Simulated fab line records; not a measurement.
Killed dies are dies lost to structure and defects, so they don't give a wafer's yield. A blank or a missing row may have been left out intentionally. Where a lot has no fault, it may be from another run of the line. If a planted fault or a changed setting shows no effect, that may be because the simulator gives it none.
Which tool was responsible? | flow nand_harc | 41 wafers from 14 lots sampled at 6 of the route's 1302 steps

WHAT EACH GAUGE READ, for each wafer
NHARC_A_ZERO_WELL_CD_MEAS_10: target cd 2000 nm. Usual: cd_nm reads 2000.2 nm (standard deviation 2.6).
lot  | measured     | on        | cd_nm (nm)           | flag
L515 | day 7 08:15  | cd_sem-03 | 2001.5 1997.5 1996.2 |
L517 | day 8 00:37  | cd_sem-03 | 2002.1 2005.5 1996.8 |
L520 | day 8 23:19  | cd_sem-03 | 1994.7 2000.5 2003.1 |
L522 | day 9 14:16  | cd_sem-03 | 1999.1 1998.4        |
L525 | day 11 01:05 | cd_sem-01 | 1994.8 1995.5 1997.9 |
L527 | day 11 14:56 | cd_sem-02 | 2000.5 1997.2 1995.9 |
L529 | day 12 21:16 | cd_sem-03 | 2004.3 2002.6 1999.5 |
L531 | day 13 14:30 | cd_sem-02 | 1999.6 2005.5 2003.0 |
L532 | day 13 19:01 | cd_sem-03 | 2004.3 2004.1 2000.2 |
L533 | day 14 04:56 | cd_sem-03 | 2002.3 2000.1 1999.7 |
L535 | day 15 08:37 | cd_sem-01 | 1995.7 2000.2 2000.8 |
L536 | day 15 13:13 | cd_sem-03 | 1998.4 1998.7 2000.7 |
L537 | day 15 18:05 | cd_sem-03 | 1998.7 2001.2 2002.7 |
L538 | day 16 08:47 | cd_sem-01 | 2000.3 1999.7 1999.0 |

NHARC_A_SOURCE_PLATE_INSPECT_08. Usual: raw_defect_count reads 67 (standard deviation 28).
lot  | measured     | on                | raw_defect_count | flag
L515 | day 8 09:31  | defect_inspect-02 | 54 36 36         |
L517 | day 9 00:05  | defect_inspect-01 | 45 111 101       |
L520 | day 9 21:08  | defect_inspect-02 | 62 75 39         |
L522 | day 10 14:55 | defect_inspect-02 | 64 62            |
L525 | day 11 22:50 | defect_inspect-01 | 48 43 62         |
L527 | day 12 15:14 | defect_inspect-02 | 68 56 72         |
L529 | day 13 16:48 | defect_inspect-02 | 48 46 70         |
L531 | day 14 12:24 | defect_inspect-02 | 70 34 61         |
L532 | day 14 19:37 | defect_inspect-02 | 52 50 70         |
L533 | day 15 04:22 | defect_inspect-02 | 77 94 56         |
L535 | day 16 06:30 | defect_inspect-01 | 93 71 102        |
L536 | day 16 10:40 | defect_inspect-01 | 40 73 32         |
L537 | day 16 16:15 | defect_inspect-02 | 58 48 80         |
L538 | day 17 10:58 | defect_inspect-02 | 62 61 67         |

NHARC_A_ONON_D1_THK_MEAS_18: measures by ellipsometry. Usual: thk_nm reads 1002 nm (standard deviation 8.3).
lot  | measured     | on            | thk_nm (nm)    | flag
L515 | day 8 20:26  | film_metro-02 | 996 997 998    |
L517 | day 9 10:43  | film_metro-01 | 1007 1009 1007 |
L520 | day 10 07:45 | film_metro-02 | 998 997 996    |
L522 | day 11 01:32 | film_metro-02 | 624 627        | OFF
L525 | day 12 09:29 | film_metro-02 | 617 998 997    | OFF
L527 | day 13 02:07 | film_metro-02 | 1001 1002 1001 |
L529 | day 14 06:48 | film_metro-01 | 1007 1006 1006 |
L531 | day 14 23:04 | film_metro-01 | 995 994 994    |
L532 | day 15 06:58 | film_metro-02 | 999 1002 1002  |
L533 | day 15 15:02 | film_metro-01 | 1005 1007 1006 |
L535 | day 16 18:52 | film_metro-01 | 994 993 994    |
L536 | day 16 19:13 | film_metro-01 | 1007 1008 1009 |
L537 | day 17 03:25 | film_metro-01 | 1019 1016 1017 |
L538 | day 17 21:40 | film_metro-01 | 1010 1012 1013 |

NHARC_END_SORT_01. Usual: killed_at_array 59, standard deviation 17; killed_at_other 0.9, standard deviation 1.6; killed_at_periphery 3.7, standard deviation 2.3; killed_dies 64, standard deviation 17; killed_open 3.3, standard deviation 1.8; killed_short 2.4, standard deviation 1.6.
lot  | measured     | on        | killed_at_array | killed_at_other | killed_at_periphery | killed_dies | killed_open | killed_short | flag
L522 | day 26 19:40 | prober-02 | 670 666         | 5 8             | 2 3                 | 677 677     | 4 5         | 4 2          | OFF
L525 | day 29 04:44 | prober-01 | 672 50 43       | 0 0 0           | 5 7 5               | 677 57 48   | 4 3 3       | 3 1 2        | OFF

WHICH TOOL RAN EACH LOT (tool, then ch and the chambers of the sampled wafers, then the start)
lot  | NHARC_P_BONDPAD_CMP_19        | NHARC_A_ONON_D1_DEP_16
L515 | cmp-01 ch 0,1,3, day 7 06:27  | pecvd_onon-03 ch 0, day 8 20:02
L517 | cmp-01 ch 0,1,2, day 7 22:56  | pecvd_onon-02 ch 0, day 9 10:13
L520 | cmp-01 ch 2,3, day 8 21:35    | pecvd_onon-03 ch 0, day 10 07:14
L522 | cmp-03 ch 1,2, day 9 12:25    | pecvd_onon-03 ch 0, day 11 01:01
L525 | cmp-02 ch 0,1,3, day 10 23:23 | pecvd_onon-03 ch 0, day 12 08:58
L527 | cmp-03 ch 0,3, day 11 13:08   | pecvd_onon-02 ch 0, day 13 01:36
L529 | cmp-02 ch 1,2,3, day 12 19:35 | pecvd_onon-02 ch 0, day 14 06:24
L531 | cmp-03 ch 0,3, day 13 12:38   | pecvd_onon-02 ch 0, day 14 22:40
L532 | cmp-02 ch 0,3, day 13 17:11   | pecvd_onon-04 ch 0, day 15 06:27
L533 | cmp-03 ch 1,2,3, day 14 03:04 | pecvd_onon-02 ch 0, day 15 14:32
L535 | cmp-01 ch 1,3, day 15 06:46   | pecvd_onon-04 ch 0, day 16 18:22
L536 | cmp-02 ch 0,2,3, day 15 11:34 | pecvd_onon-04 ch 0, day 16 18:43
L537 | cmp-02 ch 1,2,3, day 15 16:17 | pecvd_onon-02 ch 0, day 17 02:54
L538 | cmp-02 ch 1,2, day 16 06:59   | pecvd_onon-03 ch 0, day 17 21:10
- NHARC_P_BONDPAD_CMP_19: polishes, t overpolish 30 s, cu recess touch 16 s, target thk 160.81 nm.
- NHARC_A_ONON_D1_DEP_16: target thk 1000 nm.

WHAT THE TOOLS THEMSELVES READ (means of the sampled wafers that have a number; where no wafer has one, the mark that the record gives instead)
NHARC_P_BONDPAD_CMP_19. Usual: edge_zone_pressure_frac 1.001, standard deviation 0.0052; motor_current_A 11.7 A, standard deviation 0.92; overpolish_run_s 29.999 s, standard deviation 0.0089.
lot  | tool   | edge_zone_pressure_frac | motor_current_A (A) | overpolish_run_s (s) | flag
L515 | cmp-01 | 1.005                   | 11.3                | 29.998               |
L517 | cmp-01 | 1.001                   | 11.6                | 29.990               |
L520 | cmp-01 | 1.001                   | 11.1                | 29.997               |
L522 | cmp-03 | 1.002                   | 12.6                | 30.000               |
L525 | cmp-02 | 0.999                   | 11.2                | 30.002               |
L527 | cmp-03 | 1.000                   | 11.5                | 30.003               |
L529 | cmp-02 | 1.001                   | 12.0                | 29.996               |
L531 | cmp-03 | 1.000                   | 11.0                | 29.994               |
L532 | cmp-02 | 0.998                   | 11.2                | 30.002               |
L533 | cmp-03 | 1.000                   | 12.2                | 29.992               |
L535 | cmp-01 | 0.992                   | 11.2                | 30.000               |
L536 | cmp-02 | 1.001                   | 11.7                | 30.003               |
L537 | cmp-02 | 0.999                   | 11.9                | 29.998               |
L538 | cmp-02 | 1.005                   | 11.6                | 30.006               |

THE ANSWER, worked out from the rows above alone
Rule: take the mean of a lot's wafers that have a number; if it is more than 3 standard deviations from the usual mean, the lot is off. A lot without any number at a reading at which 4 lots or more have one is off too. The other lots that the step has rows for count as sound. Order of review: gauges by route order, followed by the tools' own readings, for which a lot's mean as printed above is used. At the first step where some lot is off, the reading lying furthest off is the one used; lots without a number count as furthest.
Off: L522, L525, at NHARC_A_ONON_D1_THK_MEAS_18 (thk_nm).
A tool fits if, at a process step before that reading, it ran every lot that is off, and no sound lot after the first of them. Not tried: the gauges at NHARC_A_ONON_D1_THK_MEAS_18; whatever is off there is also off at NHARC_END_SORT_01, on other tools, and gauge error can't account for it. None of those tried fits.

WHAT THE SIMULATOR HAD INSERTED
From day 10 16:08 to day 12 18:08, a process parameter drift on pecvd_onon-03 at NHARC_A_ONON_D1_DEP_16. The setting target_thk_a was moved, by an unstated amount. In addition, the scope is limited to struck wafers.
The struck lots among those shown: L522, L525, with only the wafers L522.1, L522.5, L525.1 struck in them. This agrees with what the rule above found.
